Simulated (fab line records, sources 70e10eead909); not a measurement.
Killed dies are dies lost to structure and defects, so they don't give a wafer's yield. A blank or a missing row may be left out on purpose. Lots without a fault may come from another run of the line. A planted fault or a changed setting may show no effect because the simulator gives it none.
fab line records | flow nand_harc
record lots=13 wafers=39 last_day=25
route steps=1159 shown A_SGD_CUT@758 A_WL_FILL@829 A_CONTACT@842
lots that met no fault: from a run of the same line without faults
start_h: hours from the record's first day to the start of the lot's first wafer shown | wait_h: hours since the lot's step before | " the same as in the row above | L1.1+2: a row that stands for several wafers | - no value, or no start given | * or withheld: withheld | < > ~ a bound
route shown NAME@n: a module of which the file shows steps, and the number in the route of the first | usual: mean/standard deviation of fault-free wafers | same: alike in all rows | chamber/n: place in a boat | sites: the reading at each site | _std_site: their standard deviation | _edge_site: outer sites' mean less inner sites' | radius_mm: how far each site lies from the wafer's centre | mask NAME#n: copy n | behind: the tool/chamber that last shaped the wafer | hold: why the lot was held/for how many hours/how that ended | device: the transistor (n, p or np) that didn't switch | end of line: the same wafers' tests at the end of the route | a step without rows: its recipe alone | killed: dies lost to structure and defects at the first sort, not the wafer's yield | map: a wafer's dies, x killed, . not, _ none there
set.NAME: the setting as run; set.NAME@STEP: as run at that earlier step | model.NAME: the simulator's own value behind a step, which no gauge read
steps of the route over a sample of lots; a table a step, a row a wafer
services: from which hour (start_h, from the record's first day; less than 0 if before it) a tool's chamber was out of use, for how many hours, and why
## steps
# step NHARC_A_SGD_CUT_CD_MEAS_09
# recipe target_cd_nm=100 landing_energy_ev=500
# usual cd_nm=100.3/0.52
# columns lot.wafer tool chamber start_h wait_h cd_nm
L593.3 cd_sem-01 0 310.61 - 99.8
L593.4 " 0 " " 100.5
L593.5 " 0 " " 100.1
L595.2 cd_sem-01 0 310.81 - 100.3
L595.3 " 0 " " 101.4
L595.6 " 0 " " 100.5
L596.1 cd_sem-02 0 325.54 - 100.6
L596.4 " 0 " " 100.8
L596.5 " 0 " " 99.8
L597.1 cd_sem-02 0 332.39 - 100.2
L597.3 " 0 " " 100.2
L597.4 " 0 " " 100.4
L599.2 cd_sem-02 0 341.06 - 100.3
L599.5 " 0 " " 100.5
L599.6 " 0 " " 100.5
L600.2 cd_sem-02 0 350.21 - 100.2
L600.4 " 0 " " 100.7
L600.6 " 0 " " 100.1
L603.1 cd_sem-03 0 360.11 - 100.6
L603.3 " 0 " " 100.0
L603.4 " 0 " " 100.5
L601.1 cd_sem-03 0 360.27 - 100.8
L601.2 " 0 " " 100.2
L601.6 " 0 " " 100.5
L606.2 cd_sem-02 0 382.14 - 100.3
L606.4 " 0 " " 99.7
L606.5 " 0 " " 100.3
L612.1 cd_sem-01 0 420.35 - 101.1
L612.3 " 0 " " 100.2
L612.5 " 0 " " 100.2
L611.3 cd_sem-03 0 420.64 - 99.6
L611.5 " 0 " " 100.4
L611.6 " 0 " " 100.6
L616.1 cd_sem-03 0 446.61 - 99.8
L616.2 " 0 " " 100.4
L616.6 " 0 " " 100.1
L614.1 cd_sem-03 0 456.69 - 100.2
L614.3 " 0 " " 100.5
L614.5 " 0 " " 100.5
# step NHARC_A_SGD_CUT_STRIP_28
# recipe time_s=20 o2_flow_sccm=500 ar_flow_sccm=0 bias_w=0 chemistry=O2
# usual drypump_motor_current_A=5.7/0.49 o2_flow_sccm=500.0/1.5 oes_product_au=0.996/0.011 rf_vpp_V=57.6/0.93 showerhead_plenum_p_Torr=3.46/0.14 throttle_valve_pct=17.036/0.01
# columns lot.wafer tool chamber start_h wait_h drypump_motor_current_A o2_flow_sccm oes_product_au rf_hours_counter_h rf_vpp_V showerhead_plenum_p_Torr throttle_valve_pct
L593.3 rie_diel-12 1 - - 5.2 500.1 1.004 12 58.4 3.41 17.040
L593.4 " 2 " " 6.2 502.2 0.976 13 59.0 3.71 17.039
L593.5 " 2 " " 6.2 501.0 0.985 - 56.9 3.71 17.024
L595.2 rie_diel-03 0 - - 5.5 497.6 0.980 9 57.5 3.31 17.043
L595.3 " 2 " " 6.3 499.4 0.997 8 58.8 3.61 17.051
L595.6 " 3 " " 5.7 499.0 0.987 - 59.4 3.68 17.028
L596.4 rie_diel-03 3 - - 5.7 497.9 0.985 9 57.9 3.68 17.018
L596.1 " 2 " " 6.3 499.2 1.000 10 56.9 3.60 17.028
L596.5 " 0 " " 5.5 502.8 0.989 - 58.2 3.30 17.028
L597.1 rie_diel-07 1 - - 5.8 498.6 0.984 7 54.8 3.31 17.020
L597.4 " 2 " " 6.6 501.2 1.001 6 58.2 3.48 17.058
L597.3 " 0 " " 5.4 500.6 1.006 6 57.5 3.62 17.045
L599.2 rie_diel-03 0 - - 5.5 498.3 0.986 12 56.5 3.30 17.036
L599.5 " 3 " " 5.7 501.1 1.004 - 58.1 3.68 17.036
L599.6 " 0 " " 5.5 498.3 0.984 - 56.0 3.30 17.057
L600.4 rie_diel-03 0 - - 5.5 498.6 0.985 13 56.5 3.30 17.040
L600.2 " 1 " " 5.4 499.3 0.981 13 56.7 3.40 17.040
L600.6 " 0 " " 5.5 501.1 0.984 - 58.2 3.30 17.046
L601.2 rie_diel-03 3 - - 5.7 498.5 1.002 12 59.9 3.68 17.043
L601.1 " 0 " " 5.5 498.9 0.983 14 58.0 3.30 17.041
L601.6 " 3 " " 5.7 499.7 1.003 - 58.4 3.68 17.045
L603.4 rie_diel-12 2 - - 6.1 502.1 0.987 18 59.1 3.71 17.053
L603.1 " 3 " " 5.0 497.7 0.997 18 58.0 3.39 17.038
L603.3 " 0 " " 5.7 500.1 0.999 17 58.8 3.32 17.016
L606.2 rie_diel-03 2 - - 6.3 498.5 0.987 16 57.8 3.60 17.030
L606.4 " 3 " " 5.7 500.8 1.003 14 57.8 3.68 17.047
L606.5 " 2 " " 6.3 501.9 0.985 - 59.6 3.60 17.032
L612.3 rie_diel-03 3 426.86 0.2 5.7 500.2 1.001 3 58.3 3.68 17.047
L612.1 " 0 " " 5.5 501.7 0.981 2 56.4 3.30 17.047
L612.5 " 1 " " 5.4 500.6 0.998 - 57.7 3.40 17.037
L611.3 rie_diel-12 1 - - 5.2 498.2 1.011 5 57.5 3.40 17.021
L611.6 " 3 " " 5.0 497.9 0.988 - 58.1 3.39 17.031
L611.5 " 0 " " 5.7 500.4 1.000 - 57.6 3.32 17.054
L616.2 rie_diel-12 1 - - 5.2 502.4 1.022 7 58.2 3.40 17.054
L616.1 " 2 " " 6.2 498.3 0.992 5 58.9 3.70 17.041
L616.6 " 0 " " 5.7 496.4 1.015 - 56.8 3.32 17.029
L614.3 rie_diel-03 0 - - 5.5 501.0 0.992 6 58.3 3.30 17.027
L614.1 " 1 " " 5.4 499.5 0.988 8 56.0 3.39 17.022
L614.5 " 0 " " 5.5 499.9 0.991 - 57.2 3.30 17.056
# step NHARC_A_WL_FILL_ETCHBACK_26
# recipe target_depth_a=520 time_s=13.3 hbr_flow_sccm=150 rf_w=350 icp_w=350 bias_w=60 chemistry=HBr
# usual drypump_motor_current_A=5.9/0.56 he_backside_leak_sccm=2.62/0.26 oes_product_au=1.000/0.01 throttle_valve_pct=23.265/0.0098
# columns lot.wafer tool chamber start_h wait_h drypump_motor_current_A he_backside_leak_sccm oes_product_au rf_hours_counter_h throttle_valve_pct
L593.4 rie_si-04 0 355.12 0.4 6.2 2.61 0.998 0.5 23.271
L593.3 " 3 " " 5.5 2.61 1.001 0.5 23.257
L593.5 " 1 " " 4.9 2.95 1.000 - 23.256
L595.2 rie_si-02 2 358.50 0.4 5.7 2.28 0.988 1.1 23.263
L595.3 " 3 " " 5.6 2.51 0.999 1.1 23.268
L595.6 " 2 " " 5.7 2.22 0.995 - 23.268
L596.4 rie_si-01 1 370.38 0.4 6.4 2.53 0.999 0.4 23.260
L596.1 " 3 " " 6.3 2.95 1.001 0.3 23.262
L596.5 " 0 " " 6.7 2.38 0.991 - 23.270
L597.1 rie_si-01 3 375.89 0.4 6.4 2.93 1.001 0.4 23.263
L597.3 " 1 " " 6.4 2.47 1.009 0.5 23.263
L597.4 " 2 " " 5.6 2.80 1.013 0.3 23.239
L599.2 rie_si-01 0 384.24 0.4 6.6 2.40 0.991 0.6 23.279
L599.5 " 2 " " 5.6 2.26 1.002 - 23.254
L599.6 " 3 " " 6.4 3.03 0.991 - 23.249
L600.4 rie_si-01 1 393.37 0.4 6.4 3.76 1.003 0.5 23.253
L600.2 " 2 " " 5.6 2.21 1.009 0.3 23.263
L600.6 " 1 " " 6.4 2.57 1.009 - 23.258
L601.1 rie_si-01 0 409.10 0.4 6.6 2.68 1.197 0.7 23.275
L601.2 " 1 " " 6.4 2.60 0.999 0.7 23.272
L601.6 " 1 " " 6.4 2.48 0.999 - 23.273
L603.3 rie_si-02 0 409.10 0.4 5.0 2.57 0.992 0.1 23.259
L603.4 " 2 " " 5.7 2.39 0.988 0.1 23.288
L603.1 " 3 " " 5.6 2.43 1.028 0.1 23.276
L606.4 rie_si-01 3 424.35 0.4 6.4 2.94 0.990 0.8 23.276
L606.2 " 1 " " 6.4 2.49 0.997 0.8 23.236
L606.5 " 0 " " 6.7 2.30 1.191 - 23.256
L612.1 rie_si-04 2 463.01 0.4 5.7 2.46 0.993 0 23.259
L612.3 " 3 " " 5.5 2.68 0.982 0 23.265
L612.5 " 1 " " 4.8 2.94 0.992 - 23.249
L611.3 rie_si-02 3 463.04 0.4 5.6 2.56 1.029 0.5 23.268
L611.6 " 0 " " 5.0 2.42 0.997 - 23.256
L611.5 " 1 " " 5.6 2.55 1.020 - 23.277
L616.2 rie_si-01 2 490.74 0.4 5.6 2.89 0.984 0 23.267
L616.1 " 0 " " 6.7 2.46 0.980 0 23.256
L616.6 " 2 " " 5.6 2.68 0.975 - 23.279
L614.3 rie_si-04 1 505.00 0.4 4.9 3.04 1.003 0.4 23.258
L614.1 " 2 " " 5.7 2.42 1.002 0.3 23.269
L614.5 " 2 " " 5.7 2.54 0.998 - 23.267
# step NHARC_A_CONTACT_DEP_28
# recipe target_thk_a=36000 temp_c=400 material=aC
# usual throttle_valve_pct=35.001/0.01
# columns lot.wafer tool chamber start_h wait_h throttle_valve_pct
L593.3 acl_dep-02 0 364.60 1.0 35.006
L593.4 " 0 " " 35.001
L593.5 " 0 " " 34.991
L595.2 acl_dep-03 0 367.03 0.5 34.994
L595.3 " 0 " " 34.993
L595.6 " 0 368.48 2.0 35.001
L596.1 acl_dep-02 0 377.00 0.1 35.023
L596.4 " 0 378.11 1.2 34.986
L596.5 " 0 " " 34.991
L597.1 acl_dep-02 0 386.90 0.1 35.002
L597.3 " 0 " " 34.999
L597.4 " 0 " " 35.010
L599.2 acl_dep-01 0 392.41 0.4 35.007
L599.5 " 0 393.51 1.5 35.006
L599.6 " 0 " " 35.012
L600.2 acl_dep-03 0 403.76 1.9 34.997
L600.4 " 0 " " 35.003
L600.6 " 0 " " 34.999
L601.1 acl_dep-02 0 417.27 1.2 34.988
L601.2 " 0 " " 34.999
L601.6 " 0 419.06 3.0 35.012
L603.1 acl_dep-01 0 420.50 0.1 35.001
L603.3 " 0 " " 34.991
L603.4 " 0 " " 34.991
L606.2 acl_dep-02 0 431.47 0.4 34.984
L606.4 " 0 " " 34.989
L606.5 " 0 " " 35.012
L612.1 acl_dep-01 0 469.64 0.1 34.988
L612.3 " 0 " " 34.984
L612.5 " 0 " " 35.004
L611.3 acl_dep-02 0 471.02 1.0 34.995
L611.5 " 0 " " 34.998
L611.6 " 0 " " 34.988
L616.1 acl_dep-03 0 499.17 0.1 34.985
L616.2 " 0 " " 35.011
L616.6 " 0 501.03 1.9 35.004
L614.1 acl_dep-02 0 514.30 0.1 34.983
L614.3 " 0 " " 35.006
L614.5 " 0 " " 35.026
## services
# columns tool chamber start_h hours kind
acl_dep-01 - 294.03 13.0 pm
rie_diel-12 - 295.60 0.4 repair
rie_diel-12 1 300.57 6.0 repair
rie_si-01 - 304.00 9.0 pm
rie_si-01 2 338.03 4.5 repair
acl_dep-02 - 350.88 13.0 pm
rie_si-01 2 358.77 4.3 repair
rie_si-02 - 375.95 0.7 repair
rie_diel-12 - 379.43 9.0 pm
rie_si-02 - 388.00 9.0 pm
rie_diel-12 2 390.66 11.2 repair
rie_diel-03 - 392.30 9.0 pm
acl_dep-03 - 405.59 13.0 pm
rie_si-02 1 413.60 1.7 repair
rie_diel-03 0 417.05 9.7 repair
rie_si-04 1 427.59 9.2 repair
rie_diel-03 - 428.97 0.8 repair
rie_diel-12 1 435.64 4.4 repair
acl_dep-03 - 437.56 2.2 repair
rie_diel-03 1 442.17 2.5 repair
rie_diel-03 3 472.58 4.9 repair
rie_diel-03 0 479.40 12.8 repair
rie_si-01 - 481.00 9.0 pm
rie_si-01 3 510.38 1.2 repair
## key
first_sign step=NHARC_A_WL_FILL_ETCHBACK_26 reading=oes_product_au direction=up sigmas=19 usual=1.000 struck=1.194
effect none on later readings
met_at NHARC_A_WL_FILL_ETCHBACK_26
struck_lots L601,L606
struck_wafers L601.1,L606.5
tester_left_out L601,L606
not_acting_at NHARC_A_SGD_CUT_CD_MEAS_09,NHARC_A_SGD_CUT_STRIP_28,NHARC_A_CONTACT_DEP_28
onset_between 384.24 409.10
fault kind=process_parameter_drift tool=rie_si-01 chamber=0 onset_h=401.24 steps=NHARC_A_WL_FILL_ETCHBACK_26 channel=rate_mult offset=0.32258 shape=step end_h=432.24
# tester_left_out: of these lots the tester's yield and bins aren't shown, on N5 and GAA mostly nor the transistor test; their killed dies are dies lost to structure and defects alone, not to doping, threshold or leakage, so they don't give the yield
